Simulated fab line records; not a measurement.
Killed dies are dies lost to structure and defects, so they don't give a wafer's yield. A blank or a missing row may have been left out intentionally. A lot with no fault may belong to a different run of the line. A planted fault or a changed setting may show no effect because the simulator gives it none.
Split-lot experiment + flow n5-finfet + on a route of 1938 steps: 7 lots, 21 wafers read

## THE SPLIT
At N5_BEOL_M11_ILD_DEP_00 (deposits SiCOH lowk from DEMS/porogen, target thk 308.51 nm, time 58 s), the setting time-s was moved away from the recipe's 58 s on 10 of the 21 wafers read, by -11.5% to +14.7%. For the rest of the wafers, this setting stayed at what the recipe calls for.

## BETWEEN THE SPLIT AND THE READING: the file shows 1 step in between
- N5_BEOL_M11_CURE_71: cures SiCOH lowk, time 240 s

## THE READING
M11_ILD_THK at N5_BEOL_M11_THK_MEAS_01, in nm. Fault-free wafers of this fab line usually give 268 nm, standard deviation 3.7 nm.

| wafer  | tool, chamber at the split | time-s as run, s | against the recipe | M11_ILD_THK, nm | against lot-mates on the recipe |
|--------|----------------------------|------------------|--------------------|-----------------|---------------------------------|
| L074.1 | pecvd-02, 1                | 52.5             | -9.5%              | 245             | -33                             |
| L074.2 | pecvd-02, 0                | 52.5             | -9.5%              | 247             | -31                             |
| L074.6 | pecvd-02, 1                | 58               | recipe             | 278             | -                               |
| L075.1 | pecvd-02, 1                | 58               | recipe             | 272             | -                               |
| L075.3 | pecvd-02, 1                | 58               | recipe             | 276             | -                               |
| L075.4 | pecvd-02, 0                | 58               | recipe             | 277             | -                               |
| L084.1 | pecvd-04, 1                | 58               | recipe             | 266             | -                               |
| L084.3 | pecvd-04, 2                | 52.85            | -8.9%              | 242             | -26                             |
| L084.5 | pecvd-04, 2                | 58               | recipe             | 269             | -                               |
| L088.1 | pecvd-02, 0                | 51.34            | -11.5%             | 234             | -31                             |
| L088.2 | pecvd-02, 1                | 58               | recipe             | 263             | -                               |
| L088.5 | pecvd-02, 2                | 58               | recipe             | 267             | -                               |
| L091.1 | pecvd-02, 2                | 65.99            | +13.8%             | 303             | no lot-mate on the recipe       |
| L091.4 | pecvd-02, 1                | 65.99            | +13.8%             | 308             | no lot-mate on the recipe       |
| L091.6 | pecvd-02, 0                | 65.99            | +13.8%             | 311             | no lot-mate on the recipe       |
| L089.1 | pecvd-04, 2                | 66.51            | +14.7%             | 301             | +38                             |
| L089.2 | pecvd-04, 0                | 66.51            | +14.7%             | 302             | +39                             |
| L089.6 | pecvd-04, 2                | 58               | recipe             | 263             | -                               |
| L095.1 | pecvd-02, 0                | 58               | recipe             | 266             | -                               |
| L095.3 | pecvd-02, 1                | 58               | recipe             | 264             | -                               |
| L095.5 | pecvd-02, 1                | 65.52            | +13.0%             | 302             | +37                             |

FIT RESULTS
A straight line over all 21 wafers: M11_ILD_THK changes by +2.61 nm for each +1% of time-s; r = +0.98; the points scatter about the line by 5 nm.
The same after taking each lot's own level away (the mean of its wafers on the recipe; 18 wafers): +2.83 nm for each +1%; r = +0.99; scatter 2.4 nm.
Per that fit: largest time-s move, reading shift of 42 nm.
The lots' own levels span 263.0 to 278.0 nm, that is 4.1 times the standard deviation above.
Consequently the slope shifts little with the lot-to-lot level, the two slopes agreeing.
Check: +41.7 nm against its lot-mates is what the line predicts for one of the wafers moved furthest among these (+14.7%) when that wafer is left out of the fit. Against them it came out at +38 nm.

## FURTHER SPLITS ON THESE WAFERS
Other splits were also applied to these wafers ahead of the reading. Each is held against what the fit with the lots' levels taken away leaves over:
| other split on the same wafers | wafers away from the commonest value | r with M11_ILD_THK (lot level and that fit taken away) |
|--------------------------------|--------------------------------------|--------------------------------------------------------|
| N5_BEOL_M8_ILD_DEP_00 temp-c   | 11                                   | -0.50                                                  |
| N5_BEOL_M9_ILD_DEP_00 time-s   | 10                                   | +0.07                                                  |
| N5_BEOL_M10_COAT_60 spin-rpm   | 7                                    | -0.36                                                  |

## THE WHOLE CHAIN: every reading that the file lists as answering this split, in the file's order
| step                    | what it does                                                           | reading                                                                                   | change (the file's fit)              | r (the file's) |
|-------------------------|------------------------------------------------------------------------|-------------------------------------------------------------------------------------------|--------------------------------------|----------------|
| N5_BEOL_M11_ILD_DEP_00  | deposits SiCOH lowk from DEMS/porogen, target thk 308.51 nm, time 58 s | SiCOH_lowk_of_BEOL_M11_ILD_DEP_00.thk-nm (the simulator's own value, which no gauge read) | +3.2 nm for each +1% of the setting  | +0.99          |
| N5_BEOL_M11_CURE_71     | cures SiCOH lowk, time 240 s                                           | SiCOH_lowk_of_BEOL_M11_ILD_DEP_00.thk-nm (the simulator's own value, which no gauge read) | +2.83 nm for each +1% of the setting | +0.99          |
| N5_BEOL_M11_THK_MEAS_01 |                                                                        | M11_ILD_THK                                                                               | +2.83 for each +1% of the setting    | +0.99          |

## FILE'S OWN FIT
M11_ILD_THK changes by +2.83 nm for each +1% of time-s, r = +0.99.
